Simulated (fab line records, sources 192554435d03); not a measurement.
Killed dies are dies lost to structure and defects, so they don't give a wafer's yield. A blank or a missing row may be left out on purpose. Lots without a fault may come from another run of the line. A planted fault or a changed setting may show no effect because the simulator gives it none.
A struck lot beside a sound one | flow n5_finfet | 21 steps out of a route of 1938
Sound: wafers L321.3, L321.5, L321.6. Struck: wafers L325.2, L325.4, L325.6. The cause comes at the end.
At each step with rows: each side's tool, then ch and its chambers, then its first start. Under that, the readings that differ: sound wafers | struck wafers | difference of the means | sigmas: that difference in standard deviations of wafers without a fault.
alike: readings whose means differ by less than 2 such deviations, and words and numbers that are the same on both sides. not compared: withheld readings, readings that some wafer has no value for, bounds like >300 that may hide the same value, and numbers for which the record gives no deviation and whose values overlap.
The two part at a step that has a row with sigmas, a row that says differs or no value, or rows on one side only. Numbers that don't overlap but have no deviation are shown without sigmas and don't part them. A reading that every wafer of one side lacks parts them only if that side has two wafers or more.

first, 8 steps without rows for these wafers: N5_BEOL_M12_DESCUM_15 (chemistry O2, time 7.9 s); N5_BEOL_M12_ETCH_59 (etches BARC in N2/H2, target depth 89 nm, overetch 26.7 nm, time 67.9 s); N5_BEOL_M12_VIA_ETCH_16 (etches SiOC in C4F8/O2/Ar, target depth 724.8 nm); N5_BEOL_M12_STRIP_63 (strips in N2/H2); N5_BEOL_M12_STRIP_64 (strips in N2/H2); N5_BEOL_M12_STRIP_71 (strips in post etch residue remover, time 60 s); N5_BEOL_M12_SRD_72 (time 30 s, dry time 30 s); N5_BEOL_M12_COAT_65 (time 60 s, resist thk 300 nm).
N5_BEOL_M12_COAT_66: time 60 s, resist thk 110 nm.
  sound on litho_track-02 ch 0, day 11 23:45; struck on litho_track-02 ch 0, day 13 03:52
  reading                                     | sound                | struck               | difference | sigmas
  spin_speed_rpm (rpm)                        | 1500.4 1500.2 1499.2 | 1171.3 1170.1 1171.1 | -329.1     | -99 or more
  model.SiARC_of_BEOL_M12_COAT_66.thk_nm (nm) | 110 110 110          | 124 123.6 123.8      | +14        |
then, 8 steps without rows for these wafers: N5_BEOL_M12_COAT_22 (resist thk 300 nm); N5_BEOL_M12_EBR_24; N5_BEOL_M12_SOFTBAKE_23 (time 60 s); N5_BEOL_M12_EXPOSE_25 (exposes mask M12); N5_BEOL_M12_PEB_26 (peb time 90 s); N5_BEOL_M12_DEVELOP_27 (develop time 45 s); N5_BEOL_M12_HARDBAKE_32 (time 120 s); N5_BEOL_M12_DESCUM_33 (chemistry O2, time 7.9 s).
N5_BEOL_M12_ETCH_67: etches SiARC in CF4, target depth 143 nm, time 238.3 s.
  sound on rie_diel-01 ch 1,2,3, day 12 00:25; struck on rie_diel-03 ch 0,3, day 13 04:37
  reading                                    | sound             | struck            | difference | sigmas
  etch_rf_on_time_s (s)                      | 229 229 236       | 263 260 260       | +30        | +5
  model.etch.depth_nm (nm)                   | 110 110 110       | 124 123.6 123.8   | +14        |
  model.coat_of_BEOL_M12_COAT_22.thk_nm (nm) | 210.8 210.6 211.2 | 201.6 201.8 201.2 | -9.3       |
  alike: cf4_flow_sccm, chamber_pressure_mTorr, drypump_motor_current_A, oes_product_au, rf_vpp_V, showerhead_plenum_p_Torr, throttle_valve_pct
  not compared: rf_hours_counter_h
N5_BEOL_M12_ETCH_68: etches SOC in N2/H2, time 285 s.
  sound on rie_diel-01 ch 1,2,3, day 12 00:34; struck on rie_diel-03 ch 0,3, day 13 04:45
  reading                                     | sound          | struck         | difference | sigmas
  model.SiARC_of_BEOL_M12_COAT_66.thk_nm (nm) | 86.2 85.2 85.6 | 99.8 99.2 99.4 | +13.8      |
  alike: chamber_pressure_mTorr, drypump_motor_current_A, oes_product_au, rf_vpp_V, showerhead_plenum_p_Torr, throttle_valve_pct
  not compared: rf_hours_counter_h
then, 1 step without rows for these wafers: N5_BEOL_M12_STRIP_69 (strips in N2/H2).
N5_PASSIVATION_PROBE_49:
  the record has rows for the struck wafers here (prober-01, day 14 21:40) and none for the sound ones

WHERE THEY PART
First at N5_BEOL_M12_COAT_66; last, within this record, at N5_PASSIVATION_PROBE_49.

WHY: what the simulator had put in
Process parameter drift: litho_track-02, from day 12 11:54 on, at N5_BEOL_M12_COAT_66. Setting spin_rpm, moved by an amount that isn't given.
